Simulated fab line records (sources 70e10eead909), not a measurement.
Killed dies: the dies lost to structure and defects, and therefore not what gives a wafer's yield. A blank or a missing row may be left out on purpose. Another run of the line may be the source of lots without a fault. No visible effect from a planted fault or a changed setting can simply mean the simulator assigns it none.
Which tool is to blame? | flow nandHarc | 24 lots with 72 wafers sampled at 3 steps, on a route of 1302 steps

== WHAT EACH GAUGE READ, for each wafer ==
NHARC_A_M1_OVL_MEAS_10: pitch 240 nm. Usual: overlayXNm 0.1 nm, standard deviation 0.68; overlayYNm -0.1 nm, standard deviation 0.86.
lot  | measured     | on         | overlayXNm (nm) | overlayYNm (nm) | flag
L074 | day 22 18:41 | overlay-01 | 1.1 1.0 1.3     | -0.1 -0.5 -0.9  | 
L075 | day 23 14:32 | overlay-01 | -0.9 -0.2 -0.7  | -1.0 -1.4 -1.6  | 
L077 | day 23 17:02 | overlay-02 | -0.2 -0.1 0.3   | -0.4 -0.2 -0.3  | 
L076 | day 23 18:21 | overlay-02 | -0.5 -1.0 -0.7  | -0.9 -1.2 -0.5  | 
L078 | day 24 06:11 | overlay-01 | -0.4 0.0 0.1    | 0.9 0.3 1.2     | 
L079 | day 25 16:41 | overlay-01 | -0.4 0.0 -0.3   | 0.7 0.7 0.5     | 
L080 | day 25 17:17 | overlay-02 | 0.0 0.0 0.0     | 0.5 0.6 0.5     | 
L081 | day 25 22:52 | overlay-02 | 0.1 -0.3 0.7    | 1.2 0.9 1.0     | 
L082 | day 26 21:19 | overlay-01 | -0.1 0.4 0.5    | -1.0 -1.0 -1.0  | 
L083 | day 27 03:23 | overlay-01 | 0.3 0.1 0.4     | 0.5 0.4 0.6     | 
L084 | day 27 04:22 | overlay-01 | 0.0 -0.2 -0.3   | 0.4 -0.5 -0.6   | 
L086 | day 27 22:34 | overlay-02 | 0.6 0.4 0.6     | -0.2 -0.1 -0.1  | 
L085 | day 28 09:04 | overlay-01 | 0.2 0.1 0.4     | 0.4 0.0 0.4     | 
L088 | day 28 18:08 | overlay-02 | 1.3 0.1 1.1     | -1.2 -0.1 -0.5  | 
L087 | day 28 21:57 | overlay-01 | 0.7 0.5 0.3     | -1.0 0.0 -0.6   | 
L089 | day 29 01:13 | overlay-01 | 0.1 1.0 0.7     | 0.4 0.6 1.0     | 
L090 | day 29 03:41 | overlay-02 | 0.1 -0.2 -0.7   | 0.7 0.7 0.6     | 
L093 | day 30 02:40 | overlay-01 | -2.1 -1.4 -1.3  | -0.2 0.3 -0.3   | 
L091 | day 30 04:21 | overlay-01 | -0.6 0.1 -0.2   | -0.2 0.0 0.2    | 
L092 | day 30 10:21 | overlay-02 | 0.5 0.1 0.4     | -0.7 -0.7 -0.8  | 
L094 | day 31 07:05 | overlay-02 | 0.8 0.6 0.8     | -0.8 -0.7 -1.1  | 
L095 | day 31 20:47 | overlay-01 | -0.6 -0.7 -1.3  | 0.0 -0.6 0.0    | 
L096 | day 32 00:48 | overlay-01 | 0.5 0.8 0.8     | -1.7 -1.4 -1.6  | 
L097 | day 32 03:56 | overlay-02 | 0.3 -0.1 0.1    | 1.7 2.1 2.7     | 

NHARC_THIN_TSV_THK_MEAS_02: measures by ir. Usual: thkNm reads 2997 nm (standard deviation 210).
lot  | measured     | on           | thkNm (nm)     | flag
L074 | day 24 12:07 | filmMetro-01 | 3421 3151 2920 | 
L075 | day 24 15:40 | filmMetro-02 | 2497 3115 2787 | 
L077 | day 24 16:53 | filmMetro-01 | 2816 2624 2673 | 
L076 | day 24 18:07 | filmMetro-01 | 2937 3076 2777 | 
L078 | day 25 01:34 | filmMetro-01 | 2733 2884 2929 | 
L079 | day 27 17:20 | filmMetro-01 | 2868 2830 2794 | 
L080 | day 26 11:08 | filmMetro-01 | 3183 3048 3382 | 
L081 | day 27 18:32 | filmMetro-01 | 2651 2649 2788 | 
L082 | day 27 19:45 | filmMetro-01 | 3202 2894 2822 | 
L083 | day 28 00:49 | filmMetro-01 | 3152 2941 2937 | 
L084 | day 28 01:59 | filmMetro-01 | 2769 2879 3056 | 
L086 | day 28 18:22 | filmMetro-01 | 3055 3063 3209 | 
L085 | day 29 05:38 | filmMetro-02 | 3289 2816 2942 | 
L088 | day 29 15:17 | filmMetro-01 | 3005 2716 3000 | 
L087 | day 29 16:28 | filmMetro-02 | 3085 3398 3186 | 
L089 | day 29 21:02 | filmMetro-02 | 2902 2831 2836 | 
L090 | day 29 19:49 | filmMetro-01 | 2779 2913 2671 | 
L093 | day 30 21:19 | filmMetro-01 | 3151 3109 3439 | 
L091 | day 30 22:31 | filmMetro-02 | 3029 3192 3251 | 
L092 | day 31 05:56 | filmMetro-01 | 3204 3032 3192 | 
L094 | day 32 04:32 | filmMetro-02 | 2528 2902 3017 | 
L095 | day 32 15:55 | filmMetro-02 | 2887 2886 3156 | 
L096 | day 32 17:10 | filmMetro-02 | 3010 2990 3231 | 
L097 | day 32 22:52 | filmMetro-02 | 2808 3446 3194 | 

== TOOL THAT RAN EACH LOT (tool first, then ch and the chambers of the sampled wafers, then the start) ==
lot  | NHARC_A_BONDPAD_CMP_19
L074 | cmp-01 ch 1,3, day 23 01:41
L075 | cmp-03 ch 0,2,3, day 23 21:25
L077 | cmp-03 ch 1,3, day 23 23:52
L076 | cmp-01 ch 2,3, day 24 01:13
L078 | cmp-04 ch 0,2,3, day 24 12:58
L079 | cmp-01 ch 0,1,3, day 25 23:35
L080 | cmp-01 ch 0,1,2, day 26 00:14
L081 | cmp-01 ch 1,2, day 26 05:44
L082 | cmp-01 ch 1,2,3, day 27 04:20
L083 | cmp-01 ch 0,2,3, day 27 10:17
L084 | cmp-01 ch 0,1,2, day 27 11:16
L086 | cmp-04 ch 2,3, day 28 05:45
L085 | cmp-04 ch 1,2,3, day 28 15:53
L088 | cmp-01 ch 0,2, day 29 01:01
L087 | cmp-01 ch 0,1,2, day 29 04:49
L089 | cmp-04 ch 0,2,3, day 29 08:05
L090 | cmp-01 ch 0,2,3, day 29 10:49
L093 | cmp-03 ch 1,2, day 30 09:35
L091 | cmp-03 ch 0,1,2, day 30 11:08
L092 | cmp-03 ch 0,1,2, day 30 17:15
L094 | cmp-03 ch 1,3, day 31 13:53
L095 | cmp-01 ch 1,3, day 32 04:00
L096 | cmp-01 ch 1,2,3, day 32 07:32
L097 | cmp-03 ch 0,1,3, day 32 10:43
- NHARC_A_BONDPAD_CMP_19: polishes, t overpolish 30 s, cu recess touch 16 s, target thk 169.82 nm.

== AS READ BY THE TOOLS THEMSELVES (means over the sampled wafers that have a number; for cases with no such wafer, the mark the record gives instead) ==
NHARC_A_BONDPAD_CMP_19. Usual: motorCurrentA 12.3 A, standard deviation 1; overpolishRunS 29.999 s, standard deviation 0.0088; retainingRingPressureFrac 1.001, standard deviation 0.0054; slurryFilterDpKPa 13.51 kPa, standard deviation 0.13.
lot  | tool   | motorCurrentA (A) | overpolishRunS (s) | retainingRingPressureFrac | slurryFilterDpKPa (kPa) | flag
L074 | cmp-01 | 11.3              | 29.996             | 0.999                     | 13.53                   | 
L075 | cmp-03 | 12.2              | 30.000             | 1.003                     | 13.50                   | 
L077 | cmp-03 | 12.3              | 30.003             | 0.999                     | 13.48                   | 
L076 | cmp-01 | 11.1              | 29.997             | 1.000                     | 13.56                   | 
L078 | cmp-04 | 11.7              | 29.995             | 1.002                     | 13.61                   | 
L079 | cmp-01 | 12.3              | 29.999             | 1.000                     | 13.48                   | 
L080 | cmp-01 | 12.8              | 30.009             | 1.004                     | 13.64                   | 
L081 | cmp-01 | 12.7              | 29.994             | 1.000                     | 13.47                   | 
L082 | cmp-01 | 12.3              | 29.999             | 1.001                     | 13.56                   | 
L083 | cmp-01 | 12.6              | 30.004             | 1.001                     | 13.48                   | 
L084 | cmp-01 | 12.9              | 29.995             | 1.000                     | 13.42                   | 
L086 | cmp-04 | 12.5              | 30.005             | 0.999                     | 13.57                   | 
L085 | cmp-04 | 12.2              | 29.998             | 0.998                     | 13.61                   | 
L088 | cmp-01 | 13.4              | 30.007             | 1.003                     | 13.49                   | 
L087 | cmp-01 | 13.2              | 30.001             | 1.000                     | 13.56                   | 
L089 | cmp-04 | 11.9              | 29.999             | 1.000                     | 13.46                   | 
L090 | cmp-01 | 12.3              | 29.996             | 1.002                     | 13.46                   | 
L093 | cmp-03 | 12.0              | 29.995             | 0.990                     | 13.55                   | 
L091 | cmp-03 | 12.4              | 29.999             | 1.003                     | 13.56                   | 
L092 | cmp-03 | 12.3              | 29.998             | 1.004                     | 13.47                   | 
L094 | cmp-03 | 12.0              | 29.992             | 1.006                     | 13.45                   | 
L095 | cmp-01 | 11.4              | 30.007             | 1.001                     | 13.57                   | 
L096 | cmp-01 | 11.9              | 29.998             | 1.001                     | 13.41                   | 
L097 | cmp-03 | 12.5              | 30.005             | 1.001                     | 13.57                   | 

== THE ANSWER, worked out from the rows above alone ==
Rule: a lot counts as off when the mean over its wafers that have a number is more than 3 standard deviations away from the usual mean. A lot without any number at a reading at which 4 lots or more have one is off too. Any other lot the step has rows for is counted as sound. First the gauges in route order, then the tools' own readings, where a lot's mean is used as printed above. The first step at which some lot is off is used, and at that step the reading that is off furthest; a lot without a number counts as furthest.
Across all readings shown, no lot is off: no conclusion can be drawn from this.

== WHAT THE SIMULATOR PUT IN ==
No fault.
